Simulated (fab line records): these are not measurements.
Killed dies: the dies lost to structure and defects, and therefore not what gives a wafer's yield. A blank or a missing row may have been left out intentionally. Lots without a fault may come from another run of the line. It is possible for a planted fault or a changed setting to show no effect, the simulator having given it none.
2 desks looking at one fault	flow n5_finfet	what lay behind the numbers comes last; until then each desk has only its own

## TOOL OWNER'S DESK, ald_metal-02
The tool's own readings at N5_HKMG_FIN_PWFM_ALD_03 (deposits TiN, target thk 2 nm, pulse time 1 s, purge time 3 s): means of the sampled wafers that have a number, for each lot that ran on this tool. If a lot's mean is further than 4 standard deviations from the usual mean, the lot is out of limits and carries the mark OUT (the distance appears in the brackets).
Columns: A = chamber_pressure_Torr at N5_HKMG_FIN_PWFM_ALD_03, usual 3.001 Torr; B = heater_power_w at N5_HKMG_FIN_PWFM_ALD_03, usual 943 W; C = precursor_pulse_height_rel at N5_HKMG_FIN_PWFM_ALD_03, usual 0.997
lot	first seen here	A	B	C
L768	day 4 12:25	3.001	925	0.999
L770	day 4 16:20	2.998	931	0.996
L773	day 5 09:53	2.997	932	0.982
L785	day 8 11:39	3.001	932	0.985
L786	day 8 14:16	3.006	921	0.990
This desk found nothing out of limits on any of the 5 lots.

## FROM THE METROLOGY DESK
Means of the sampled wafers that have a number, per lot and without regard to the tool the lot ran on: this is what the gauges read. If a lot's mean is further than 4 standard deviations from the usual mean, the lot is out of limits and carries the mark OUT (the distance appears in the brackets). 7 of its 15 readings are shown, namely those furthest out on some lot.
Columns: A = IOFF_P at N5_BEOL_M4_RC_MEAS_101, usual 0.21 nA/um; B = IOFF_P_85C at N5_BEOL_M4_RC_MEAS_101, usual 3.6 nA/um; C = IOFF_P_LIN at N5_BEOL_M4_RC_MEAS_101, usual 0.100 nA/um; D = IOFF_P_LONG at N5_BEOL_M4_RC_MEAS_101, usual 0.000106 nA/um; E = VT_P at N5_BEOL_M4_RC_MEAS_101, usual -250 mV; F = VT_P_LONG at N5_BEOL_M4_RC_MEAS_101, usual -276 mV; G = VT_P_LVT at N5_BEOL_M4_RC_MEAS_101, usual -99 mV
lot	first seen here	A	B	C	D	E	F	G
L768	day 8 20:48	0.20	3.5	0.093	0.000098	-252	-277	-101
L770	day 9 12:06	0.22	3.7	0.108	0.000127	-248	-269	-97
L773	day 10 01:51	0.20	3.5	0.095	0.000104	-250	-277	-100
L786	day 13 02:19	0.31	5.0	0.145	0.000128	-241	-270	-91
L785	day 13 05:35	0.23	3.9	0.110	0.000109	-249	-274	-97
L787	day 13 05:46	0.23	4.0	0.108	0.000115	-249	-274	-97
L790	day 14 19:29	0.22	3.9	0.106	0.000107	-249	-274	-98
L791	day 14 23:20	0.23	4.0	0.115	0.000119	-246	-271	-96
This desk found nothing out of limits on any of the 8 lots.

## TAKEN TOGETHER
Nothing out of limits was seen by the tool owner's desk.
Nothing out of limits was seen by the metrology desk.

## WHAT THE SIMULATOR HAD INSERTED
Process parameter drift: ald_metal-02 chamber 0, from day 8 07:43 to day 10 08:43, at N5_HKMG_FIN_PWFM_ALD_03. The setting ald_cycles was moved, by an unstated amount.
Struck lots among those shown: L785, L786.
